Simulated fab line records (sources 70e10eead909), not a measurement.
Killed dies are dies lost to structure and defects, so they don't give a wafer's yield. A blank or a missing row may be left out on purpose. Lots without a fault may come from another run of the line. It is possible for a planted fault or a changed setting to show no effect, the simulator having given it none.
Problem report in the 8D (eight disciplines) form, filled by code / flow nand harc / the parts of the form that need people (team, actions taken, sign-off) are left out

## 1. WHAT IS WRONG
NHARC_END_SORT_01, killed at array: mean 659 over 1 wafer from 1 lot; wafers with no fault: 49, standard deviation 18. That is +34 standard deviations from the usual mean.
First observed at day 28 12:16: wafer L850.3, on prober-01. The record holds 3 wafers of 1 lot with a number at this step. The rule behind "out" and "out of limits": a value lying over 4 standard deviations away from the usual mean. Any other wafer with a number is counted as sound.

## 2. WHAT THIS IS AND IS NOT
question=which readings at this step | is=killed at array, killed dies | is not=killed at other, killed at periphery, killed open, killed short
question=which lots | is=L850 | is not=-
question=which wafers of those lots | is=L850.3 | is not=L850.4, L850.6
question=read on which gauges | is=prober-01 | is not=-
question=when | is=from day 28 12:16 | is not=up to then (0 sound wafers); but 2 sound wafers of L850 came after

## 3. SUSPECTS, AND WHAT RULES EACH OUT
Counting: if a tool at a process step up to the reading ran every lot that is out, it stays a suspect. Sound lots after the first of them don't rule it out here, since some wafers of a struck lot are sound.
- the gauge at NHARC_END_SORT_01: ruled out. All the wafers that are out were read on prober-01, but those of them that NHARC_A_STAIRCASE_TRIM_18 has rows for are out there too, on other tools.
- plasma asher-02 at NHARC_A_STAIRCASE_STRIP_171 (strips in O2): kept. It ran the lot that is out, L850 (day 19 22:41).
- rie diel-03 at NHARC_A_STAIRCASE_TRIM_18 (chemistry O2, time 211.2 s): kept. It ran the lot that is out, L850 (day 20 00:49). Its own readings are out on those wafers: oes product au.
- rie diel-03 at NHARC_A_STAIRCASE_ETCH_21 (etches the open film in C4F8/O2, target depth 100 nm, time 40.5 s): kept. It ran the lot that is out, L850 (day 28 12:16). NHARC_A_STAIRCASE_ETCH_21: start missing for some lots; hours and lot order therefore follow NHARC_END_SORT_01.
- rie diel-03 at NHARC_A_STAIRCASE_ETCH_27 (etches the open film in C4F8/O2, target depth 100 nm, time 40.5 s): kept. It ran the lot that is out, L850 (day 28 12:16). NHARC_A_STAIRCASE_ETCH_27: start missing for some lots; hours and lot order therefore follow NHARC_END_SORT_01.
- rie diel-03, NHARC_A_STAIRCASE_TRIM_18: wafers that are out in chamber 0, sound lot-mates in chambers 1, 3.
- rie diel-03, NHARC_A_STAIRCASE_ETCH_27: wafers that are out in chamber 3, sound lot-mates in chambers 0, 2.
Left after counting: plasma asher-02 at NHARC_A_STAIRCASE_STRIP_171, rie diel-03 at NHARC_A_STAIRCASE_TRIM_18, rie diel-03 at NHARC_A_STAIRCASE_ETCH_21, rie diel-03 at NHARC_A_STAIRCASE_ETCH_27.

## 4. THE CAUSE (what the simulator had put in)
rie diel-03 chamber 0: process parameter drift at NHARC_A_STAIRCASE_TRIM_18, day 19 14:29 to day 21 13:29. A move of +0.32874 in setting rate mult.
After counting, 4 suspects remain, this tool included.

## 5. SEQUENCE OF EFFECTS, ordered by route
Each row: a reading whose mean over the struck wafers that have a number lies more than 3 standard deviations from the usual. Readings are gone through only where the record gives a usual standard deviation; hours: the median, over the lots, of the time from a lot's start at the first step in this table giving one to that lot's start at this step; sigmas: the change measured in usual standard deviations.
hours=0; step=NHARC_A_STAIRCASE_TRIM_18; reading=oes product au; usual=1.000 a.u.; on struck wafers=1.236; change=+0.236; sigmas=+20
hours=203; step=NHARC_END_SORT_01; reading=killed at array; usual=49; on struck wafers=659; change=+610; sigmas=+34
hours=203; step=NHARC_END_SORT_01; reading=killed dies; usual=54; on struck wafers=665; change=+611; sigmas=+32
It contains these process steps:
- NHARC_A_STAIRCASE_TRIM_18: chemistry O2, time 211.2 s.

## 6. WHAT WOULD HAVE CAUGHT IT SOONER
214 hours passed between the start of the fault at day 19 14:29 and the first reading out of limits at a measuring or inspecting step in this record, taken at day 28 12:16.
Tool's own readings at NHARC_A_STAIRCASE_TRIM_18, oes product au: out on all struck wafers the step has rows for; an alarm limit on them would have tripped on the first.
Each of the lots that are out, 1 in all, had begun NHARC_A_STAIRCASE_TRIM_18 on rie diel-03 no later than day 28 12:16. None of them would have been spared by holding the tool at that moment.
